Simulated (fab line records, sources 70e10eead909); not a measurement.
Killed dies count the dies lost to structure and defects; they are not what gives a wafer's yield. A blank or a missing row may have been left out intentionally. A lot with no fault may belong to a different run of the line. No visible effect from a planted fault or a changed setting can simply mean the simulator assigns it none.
Problem report in the 8D (eight disciplines) form, filled by code    flow nand harc    the parts of the form that need people (team, actions taken, sign-off) are left out

## 1. WHAT WENT WRONG
Mean of thk nm at NHARC_A_ONON_D1_THK_MEAS_18: 532 nm across 3 wafers in 2 lots; on wafers with no fault it is 1002 nm (standard deviation 13). Measured from the usual mean, that is -36 standard deviations.
The step: measures by ellipsometry.
Seen first at day 12 02:30 on film metro-01, wafer L912.1. The record holds 42 wafers of 14 lots with a number at this step. Rule for "out" (also "out of limits"): further than 4 standard deviations from the usual mean. The rest of the wafers with a number are treated as sound.

## 2. WHAT IT IS, WHAT IT ISN'T
question                     is                      is not
which readings at this step  thk nm                  -
which lots                   L912, L913              L895, L896, L897, L898, L899, L900, L901, L902, L903, L904, L905, L906
which wafers of those lots   L912.1, L912.4, L913.4  L912.3, L913.2, L913.5
read on which gauges         film metro-01           film metro-02
when                         from day 12 02:30       up to then (37 sound wafers); but 2 sound wafers of L913 came after

## 3. SUSPECTS, AND WHAT RULES EACH OUT
Counting: any tool at a process step up to the reading remains a suspect provided it ran every lot that is out. Sound lots after the first of them don't rule it out here, since some wafers of a struck lot are sound.
- the gauge at NHARC_A_ONON_D1_THK_MEAS_18: kept. All the wafers that are out were read on film metro-01, and no step on other tools shows them out.
- pecvd onon-04 at NHARC_A_ONON_D1_DEP_16 (target thk 1000 nm): kept. Ran every lot that is out, first one L912 (day 12 01:59); last sound lot up to then L901 (day 9 10:35).
Left after counting: pecvd onon-04 at NHARC_A_ONON_D1_DEP_16, film metro-01 at NHARC_A_ONON_D1_THK_MEAS_18.

## 4. THE CAUSE (what the simulator had put in)
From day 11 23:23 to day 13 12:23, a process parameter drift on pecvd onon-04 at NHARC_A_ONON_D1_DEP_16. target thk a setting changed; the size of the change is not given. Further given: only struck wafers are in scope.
Of the 2 suspects that counting leaves, this tool is one.

## 5. THE CHAIN OF EFFECTS, in route order
Rows list readings where the struck wafers' mean (over those with a number) sits beyond 3 standard deviations from the usual. Readings are gone through only where the record gives a usual standard deviation; hours: the median, over the lots, of the time from a lot's start at the first step in this table giving one to that lot's start at this step; sigmas: the change measured in usual standard deviations.
hours  step                         reading  usual    on struck wafers  change  sigmas
0      NHARC_A_ONON_D1_THK_MEAS_18  thk nm   1002 nm  532               -470    -36

## 6. HOW IT WOULD HAVE BEEN CAUGHT EARLIER
3 hours passed between the start of the fault at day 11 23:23 and the first reading out of limits at a measuring or inspecting step in this record, taken at day 12 02:30.
Tool readings at NHARC_A_ONON_D1_DEP_16 with a usual standard deviation given in the record: none out on any struck wafer, hence no alarm at a limit of 4 standard deviations on them.
Of the lots that are out (2), L913 began NHARC_A_ONON_D1_DEP_16 on pecvd onon-04 after day 12 02:30. A tool hold placed at that time would have kept it from harm.
